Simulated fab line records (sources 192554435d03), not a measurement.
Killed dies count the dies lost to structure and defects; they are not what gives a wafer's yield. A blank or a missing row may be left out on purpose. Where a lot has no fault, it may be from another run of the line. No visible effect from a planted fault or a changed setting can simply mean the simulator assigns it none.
fab line records	flow n5-finfet
record: lots: 10	wafers: 30	last-day: 17
route steps=1938 shown DUMMY_GATE@214 BEOL_M4@1086 BEOL_M5@1113
lots that met no fault: from a run of the same line without faults
start-h: hours from the record's opening day to when the first of the lot's shown wafers began	wait-h: hours from the lot's prior step to this one	" same as the row above	L1.1+2: a single row standing in for several wafers	- no value, or no start given	* or withheld: withheld	< > ~ a bound
route shown NAME@n: names a module that has steps shown in the file, with the first one's number in the route	usual: mean and standard deviation over wafers with no fault	same: alike in all rows	chamber/n: place in a boat	sites: readings site by site	_std_site: the standard deviation of these	_edge_site: the outer-site mean with the inner-site mean subtracted	radius-mm: how far each site lies from the wafer's centre	mask NAME#n: copy n	behind: the tool/chamber that last shaped the wafer	hold: reason for holding the lot/hours on hold/outcome of the hold	device: whichever transistor did not switch (one of n, p or np)	end of line: tests of these same wafers at the route's end	a step given without rows: its recipe and nothing more	killed: dies lost to structure and defects at the first sort, not the wafer's yield	map: a wafer's dies, x killed, . not, _ none there
set.NAME: the setting the step ran with; set.NAME@STEP: the setting that earlier step ran with	model.NAME: the simulator's own value behind a step, which no gauge read
route steps across a sampled set of lots; one table per step, one row per wafer
services: the hour from which a tool's chamber was out of use, counted from the record's first day as start-h (under 0 if before that day), plus the number of hours and why
== steps ==
step: N5_DUMMY_GATE_ALD_02
recipe: material: SiO2	target-thk-a: 20	temp-c: 300	ald-precursor-family: BDEAS	ald-co-reactant: O2-plasma	pulse-time-s: 1	pressure-torr: 2
usual: heater-power-w: 478/42	precursor-pulse-height-rel: 0.997/0.022
lot.wafer	tool	chamber	start-h	wait-h	heater-power-w	precursor-pulse-height-rel
L866.2	ald-sin-04	3	41.26	0.0	415	0.952
L866.3	"	0	"	"	491	0.958
L866.4	"	1	"	"	524	1.013
L869.2	ald-sin-02	3	56.23	0.0	518	0.996
L869.3	"	2	"	"	446	1.001
L869.4	"	0	"	"	410	0.968
L870.1	ald-sin-02	2	63.05	0.4	444	0.983
L870.4	"	1	"	"	486	1.007
L870.5	"	2	"	"	457	0.961
L871.1	ald-sin-02	3	68.45	0.0	502	1.015
L871.4	"	2	"	"	447	0.971
L871.6	"	1	"	"	502	0.961
L874.1	ald-sin-02	0	87.18	0.0	416	0.934
L874.4	"	1	"	"	503	1.012
L874.6	"	2	"	"	444	0.981
L877.3	ald-sin-02	1	103.47	0.0	504	0.997
L877.5	"	2	"	"	453	1.001
L877.6	"	3	"	"	511	1.025
L878.1	ald-sin-04	1	110.39	0.0	537	1.005
L878.5	"	3	"	"	414	1.006
L878.6	"	2	"	"	484	0.966
L883.1	ald-sin-01	0	140.08	0.4	459	1.000
L883.2	"	3	"	"	533	0.997
L883.3	"	2	"	"	530	0.964
L884.2	ald-sin-04	1	147.25	0.3	532	1.017
L884.4	"	3	"	"	405	0.973
L884.5	"	1	"	"	543	1.009
L888.1	ald-sin-01	0	168.93	0.0	465	0.956
L888.3	"	3	"	"	524	1.037
L888.6	"	3	"	"	520	1.007
step: N5_BEOL_M4_SPUTTER_79
recipe: material: Cu	target-thk-a: 45	temp-c: -20	chamber-pressure-pa: 0.07	power-w: withheld	time-s: 8.29
usual: throttle-valve-pct: 30.3/0.93
same: time-s: 8.29
lot.wafer	tool	chamber	start-h	wait-h	throttle-valve-pct
L866.2	pvd-sputter-01	-	160.20	0.1	28.8
L866.3	"	-	"	"	31.7
L866.4	"	-	"	"	30.3
L869.2	pvd-sputter-01	-	180.82	0.1	31.0
L869.3	"	-	"	"	31.6
L869.4	"	-	"	"	29.0
L870.1	pvd-sputter-03	-	186.40	0.1	31.2
L870.4	"	-	"	"	28.6
L870.5	"	-	"	"	28.4
L871.1	pvd-sputter-01	-	190.09	0.1	30.2
L871.4	"	-	"	"	29.0
L871.6	"	-	"	"	31.1
L874.1	pvd-sputter-02	-	215.13	0.1	30.1
L874.4	"	-	"	"	31.4
L874.6	"	-	"	"	30.0
L877.3	pvd-sputter-02	-	235.11	0.1	29.6
L877.5	"	-	"	"	29.8
L877.6	"	-	"	"	30.1
L878.1	pvd-sputter-02	-	243.68	0.1	31.3
L878.5	"	-	"	"	30.5
L878.6	"	-	"	"	29.8
L883.1	pvd-sputter-01	-	262.85	0.1	30.2
L883.2	"	-	"	"	31.6
L883.3	"	-	"	"	29.0
L884.2	pvd-sputter-03	-	280.75	0.1	30.3
L884.4	"	-	"	"	30.2
L884.5	"	-	"	"	30.5
L888.1	pvd-sputter-03	-	305.28	0.1	28.6
L888.3	"	-	"	"	31.0
L888.6	"	-	"	"	30.9
step: N5_BEOL_M4_SPUTTER_92
recipe: material: Cu	target-thk-a: 45	temp-c: -20	chamber-pressure-pa: 0.07	power-w: withheld	time-s: 8.29
usual: throttle-valve-pct: 30.2/0.95
same: time-s: 8.29
lot.wafer	tool	chamber	start-h	wait-h	throttle-valve-pct
L866.2	pvd-sputter-01	-	161.30	0.1	28.9
L866.3	"	-	"	"	31.6
L866.4	"	-	"	"	30.0
L869.2	pvd-sputter-01	-	181.92	0.1	31.0
L869.3	"	-	"	"	31.6
L869.4	"	-	"	"	28.9
L870.1	pvd-sputter-03	-	187.50	0.1	31.1
L870.4	"	-	"	"	28.4
L870.5	"	-	"	"	28.6
L871.1	pvd-sputter-01	-	191.19	0.1	30.5
L871.4	"	-	"	"	28.8
L871.6	"	-	"	"	31.2
L874.1	pvd-sputter-02	-	216.23	0.1	30.2
L874.4	"	-	"	"	31.2
L874.6	"	-	"	"	29.5
L877.3	pvd-sputter-02	-	236.21	0.1	29.7
L877.5	"	-	"	"	29.6
L877.6	"	-	"	"	30.1
L878.1	pvd-sputter-02	-	244.78	0.1	31.4
L878.5	"	-	"	"	30.2
L878.6	"	-	"	"	29.5
L883.1	pvd-sputter-01	-	263.95	0.1	30.5
L883.2	"	-	"	"	31.9
L883.3	"	-	"	"	28.8
L884.2	pvd-sputter-03	-	281.85	0.1	30.3
L884.4	"	-	"	"	30.3
L884.5	"	-	"	"	30.3
L888.1	pvd-sputter-03	-	306.38	0.1	28.4
L888.3	"	-	"	"	30.7
L888.6	"	-	"	"	30.8
step: N5_BEOL_M4_RC_MEAS_101
usual: DIBL_N: 36.3/1.4	DIBL_P: 36.2/1.5	EOT_N: 10.57/0.088	EOT_P: 10.51/0.092	IGATE_N: 0.0118/0.0017	IGATE_P: 0.0035/0.0005	IOFF_N: 0.160/0.021	IOFF_P: 0.211/0.027	ION_N: 676/7.7	ION_P: 463/5.5	SS_N: 71.4/0.57	SS_P: 73.3/0.58	VT_N: 249.3/2.5	VT_P: -250.1/2.6
lot.wafer	tool	chamber	start-h	wait-h	DIBL_N[mV/V]	DIBL_P[mV/V]	EOT_N	EOT_P	IGATE_N[nA/um]	IGATE_P[nA/um]	IOFF_N[nA/um]	IOFF_P[nA/um]	ION_N[uA/um]	ION_P[uA/um]	SS_N[mV/dec]	SS_P[mV/dec]	VT_N[mV]	VT_P[mV]
L866.2	prober-01	0	163.00	0.2	34.3	34.3	10.52	10.41	0.0141	0.0043	0.147	0.183	673	460	71.0	73.4	249.2	-253.5
L866.3	"	0	"	"	35.3	34.4	10.57	10.52	0.0127	0.0038	0.144	0.182	667	455	71.3	73.5	251.0	-253.1
L866.4	"	0	"	"	36.3	35.6	10.53	10.52	0.0126	0.0039	0.168	0.192	679	460	72.2	73.1	247.8	-251.2
L869.2	prober-02	0	183.71	0.2	37.4	37.7	10.56	10.45	0.0109	0.0032	0.176	0.234	681	472	71.2	74.2	245.6	-246.2
L869.3	"	0	"	"	37.2	36.4	10.68	10.61	0.0093	0.0027	0.156	0.216	669	460	71.7	74.4	251.1	-246.7
L869.4	"	0	"	"	37.6	37.6	10.66	10.64	0.0081	0.0024	0.172	0.230	673	465	71.4	73.6	246.3	-246.6
L870.1	prober-02	0	189.07	0.0	37.4	38.7	10.58	10.48	0.0122	0.0036	0.190	0.217	691	466	71.3	72.6	247.0	-251.9
L870.4	"	0	"	"	35.2	35.6	10.66	10.43	0.0108	0.0032	0.150	0.176	671	457	70.5	72.5	248.2	-253.0
L870.5	"	0	"	"	37.5	38.4	10.59	10.36	0.0136	0.0041	0.201	0.208	688	466	71.4	72.7	245.2	-251.5
L871.1	prober-02	0	192.73	0.0	34.6	34.4	10.54	10.55	0.0128	0.0036	0.129	0.152	674	452	71.2	73.3	254.6	-257.9
L871.4	"	0	"	"	36.3	36.7	10.55	10.48	0.0119	0.0034	0.158	0.173	669	454	71.3	74.3	249.1	-257.4
L871.6	"	0	"	"	37.5	37.7	10.61	10.66	0.0091	0.0026	0.168	0.185	671	449	72.1	74.0	251.6	-253.5
L874.1	prober-01	0	217.77	0.0	35.9	37.6	10.37	10.38	0.0148	0.0043	0.178	0.229	687	463	71.1	73.7	248.4	-251.9
L874.4	"	0	"	"	37.1	38.4	11.23	11.09	0.0054	0.0016	0.185	0.249	662	455	71.0	73.7	249.4	-248.4
L874.6	"	0	"	"	35.4	35.6	10.55	10.38	0.0137	0.0040	0.154	0.201	679	461	70.4	73.0	248.0	-248.6
L877.3	prober-01	0	238.67	0.3	36.1	37.3	11.37	11.37	0.0045	0.0013	0.153	0.234	660	458	71.4	73.4	250.8	-249.7
L877.5	"	0	"	"	36.0	37.7	10.67	10.50	0.0122	0.0036	0.168	0.234	674	470	71.9	74.5	247.5	-246.9
L877.6	"	0	"	"	35.0	35.8	10.73	10.72	0.0095	0.0028	0.136	0.205	660	456	71.7	73.6	252.5	-250.2
L878.1	prober-02	0	246.32	0.0	36.0	36.1	10.54	10.59	0.0115	0.0034	0.147	0.180	659	455	72.1	73.0	251.5	-253.5
L878.5	"	0	"	"	37.8	38.2	10.50	10.54	0.0120	0.0035	0.174	0.200	682	460	71.9	74.3	248.3	-251.7
L878.6	"	0	"	"	36.2	35.8	10.62	10.48	0.0129	0.0038	0.149	0.172	663	446	71.4	72.8	252.0	-255.1
L883.1	prober-02	0	265.66	0.0	36.1	35.1	10.66	10.70	0.0101	0.0030	0.162	0.204	672	465	71.2	72.9	248.7	-249.9
L883.2	"	0	"	"	36.1	34.6	10.51	10.53	0.0122	0.0036	0.162	0.194	681	463	71.5	73.4	248.9	-252.3
L883.3	"	0	"	"	35.0	33.8	10.55	10.54	0.0116	0.0034	0.150	0.184	680	463	70.9	72.8	250.5	-251.6
L884.2	prober-02	0	283.61	0.2	35.0	34.3	10.38	10.33	0.0140	0.0042	0.146	0.194	679	467	70.6	72.6	249.2	-249.9
L884.4	"	0	"	"	35.2	34.6	10.58	10.54	0.0119	0.0035	0.144	0.202	667	462	70.2	72.6	249.8	-249.2
L884.5	"	0	"	"	38.0	37.7	10.44	10.56	0.0099	0.0029	0.191	0.251	679	467	70.8	73.4	243.9	-248.9
L888.1	prober-01	0	308.31	0.0	36.9	37.2	10.77	10.60	0.0090	0.0027	0.179	0.233	680	468	71.7	73.4	249.0	-246.6
L888.3	"	0	"	"	36.1	36.4	10.65	10.60	0.0100	0.0030	0.162	0.231	683	469	71.4	74.0	249.9	-250.1
L888.6	"	0	"	"	37.2	37.9	10.49	10.55	0.0100	0.0030	0.189	0.242	687	471	72.7	74.3	247.6	-248.8
step: N5_BEOL_M5_CURE_79
recipe: temp-c: 385	time-s: 240	ambient: He/Ar	material: SiCOH_lowk
usual: lamp-power-pct: 52.31/0.048	wafer_temp_C_max: 386.7/0.48
same: time-s: 240
lot.wafer	tool	chamber	start-h	wait-h	lamp-power-pct	wafer_temp_C_max
L866.2	uv-cure-03	1	164.03	0.2	52.28	386.8
L866.3	"	1	"	"	52.32	386.9
L866.4	"	1	"	"	52.26	386.4
L869.2	uv-cure-02	2	184.66	0.1	52.27	386.7
L869.3	"	2	"	"	52.27	386.0
L869.4	"	2	"	"	52.26	386.8
L870.1	uv-cure-03	2	190.09	0.0	52.32	387.1
L870.4	"	2	"	"	52.27	386.6
L870.5	"	2	"	"	52.29	386.3
L871.1	uv-cure-03	2	193.75	0.0	52.36	386.6
L871.4	"	2	"	"	52.30	386.8
L871.6	"	2	"	"	52.36	386.6
L874.1	uv-cure-03	0	218.79	0.0	52.32	387.3
L874.4	"	0	"	"	52.35	387.5
L874.6	"	0	"	"	52.30	387.9
L877.3	uv-cure-01	2	239.54	0.2	52.30	387.2
L877.5	"	2	"	"	52.36	386.9
L877.6	"	2	"	"	52.31	387.1
L878.1	uv-cure-03	1	247.35	0.0	52.35	387.1
L878.5	"	1	"	"	52.26	386.4
L878.6	"	1	"	"	52.18	387.1
L883.1	uv-cure-03	2	266.94	0.3	52.32	386.6
L883.2	"	2	"	"	52.31	386.5
L883.3	"	2	"	"	52.26	386.5
L884.2	uv-cure-01	0	284.55	0.1	52.23	386.1
L884.4	"	0	"	"	52.31	386.6
L884.5	"	0	"	"	52.35	386.1
L888.1	uv-cure-01	1	309.34	0.0	52.36	386.0
L888.3	"	1	"	"	52.27	386.0
L888.6	"	1	"	"	52.37	386.3
== services ==
tool	chamber	start-h	hours	kind
uv-cure-03	-	17.46	0.8	repair
uv-cure-02	-	19.82	2.8	pm
pvd-sputter-03	-	43.80	4.5	repair
pvd-sputter-03	-	50.60	1.7	repair
uv-cure-03	-	58.69	1.0	pm
ald-sin-02	3	71.18	6.8	repair
uv-cure-01	-	78.20	2.8	pm
ald-sin-01	3	88.34	2.6	repair
uv-cure-02	-	118.74	7.5	pm
ald-sin-02	-	151.52	6.0	pm
pvd-sputter-02	-	153.37	1.0	repair
pvd-sputter-03	-	169.70	3.3	repair
ald-sin-02	-	177.52	14.0	pm
ald-sin-01	2	201.46	2.2	repair
uv-cure-01	-	208.68	7.5	pm
ald-sin-02	-	216.71	1.4	repair
ald-sin-01	0	220.47	15.2	repair
ald-sin-02	1	226.62	1.5	repair
uv-cure-02	-	241.33	2.1	pm
ald-sin-04	2	254.60	6.7	repair
ald-sin-04	0	263.76	4.9	repair
ald-sin-01	-	269.45	14.0	pm
pvd-sputter-01	-	300.26	1.2	repair
ald-sin-01	-	309.38	0.5	repair
== key ==
first-sign: step: N5_BEOL_M4_RC_MEAS_101	reading: EOT_N	direction: up	sigmas: 8.3	usual: 10.57	struck: 11.30
effect: step: N5_BEOL_M4_RC_MEAS_101	reading: EOT_P	direction: up	sigmas: 7.8	usual: 10.51	struck: 11.23
effect: step: N5_BEOL_M4_RC_MEAS_101	reading: IGATE_N	direction: down	sigmas: 4.1	usual: 0.0118	struck: 0.0050
effect: step: N5_BEOL_M4_RC_MEAS_101	reading: IGATE_P	direction: down	sigmas: 4.1	usual: 0.0035	struck: 0.0015
met-at N5_DUMMY_GATE_ALD_02
struck-lots L874,L877
struck-wafers L874.4,L877.3
not-acting-at N5_BEOL_M4_SPUTTER_79,N5_BEOL_M4_SPUTTER_92,N5_BEOL_M5_CURE_79
onset-between 68.45 87.18
fault: kind: process-parameter-drift	tool: ald-sin-02	chamber: 1	onset-h: 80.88	steps: N5_DUMMY_GATE_ALD_02	channel: target-thk-a	offset: *	shape: step	end-h: 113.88	acts-in: *	stated: *
